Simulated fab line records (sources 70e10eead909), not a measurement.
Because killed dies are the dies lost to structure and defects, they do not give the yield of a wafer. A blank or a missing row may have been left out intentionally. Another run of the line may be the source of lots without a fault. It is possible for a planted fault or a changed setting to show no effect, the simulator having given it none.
Matching of chambers    flow nandHarc    NHARC_A_CONTACT_ALD_18 on aldMetal-02: 4 sister chambers
The step deposits TiN, target thk 3 nm, pulse time 1 s, ald cycles 150. 20 wafers are shown with their chamber, then 10 later ones without.

EACH WAFER AND ITS CHAMBER
wafer   chamber  heaterPowerW (W)  precursorPulseHeightRel
L074.1  2        1085              1.006
L074.5  0        954               0.984
L074.6  1        1095              0.986
L077.1  1        1058              0.994
L077.5  3        1055              1.027
L077.6  2        1064              1.016
L082.1  2        1075              1.028
L082.2  0        979               0.998
L082.3  3        1057              1.013
L082.4  1        1115              1.000
L082.5  0        966               1.002
L082.6  1        1106              1.020
L083.3  0        990               0.997
L083.4  2        1080              1.010
L083.5  1        1070              1.001
L089.3  1        1112              0.978
L089.4  0        1005              0.995
L089.5  2        1082              1.017
L088.1  2        1099              0.977
L088.5  0        982               0.999

SIGNATURES (averages over the wafers above)
reading                  chamber 0  chamber 1  chamber 2  chamber 3  scatter within a chamber
heaterPowerW             979.33     1092.67    1080.83    1056.00    17.7
precursorPulseHeightRel  0.99583    0.99650    1.00900    1.02000    0.0133
Rule: for each reading, subtract the chamber's mean from the wafer's reading, divide by that reading's scatter and square the result; add these up over the readings and take the root, which gives the wafer's distance from the chamber. The wafer belongs to the nearest chamber; if the next one is less than 2 further off, it can't be placed. The scatter: the root of (the sum of the squares of (reading less its chamber's mean) over the shown wafers, divided by (wafers less chambers)).

WAFERS WITH NO CHAMBER GIVEN
wafer   heaterPowerW (W)  precursorPulseHeightRel
L088.6  1075              0.965
L093.2  1115              1.010
L093.3  1099              0.995
L093.4  986               0.984
L094.3  991               0.993
L094.5  1038              0.974
L094.6  992               0.992
L095.1  1081              0.984
L095.3  1101              1.049
L095.4  1004              0.990

EACH ONE'S CHAMBER
wafer   from the rows above                in truth
L088.6  can't be placed: 1 or 2 or 3       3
L093.2  can't be placed: 1 or 2 or 3       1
L093.3  can't be placed: 1 or 2            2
L093.4  0                                  0
L094.3  0                                  0
L094.5  can't be placed: 1 or 2 or 3 or 0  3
L094.6  0                                  0
L095.1  can't be placed: 1 or 2 or 3       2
L095.3  can't be placed: 2 or 3 or 1       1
L095.4  0                                  0
Placed correctly: 4 of 10. These rows do not allow placing 6 (true chamber among the candidates in 6). Placed wrongly: 0.
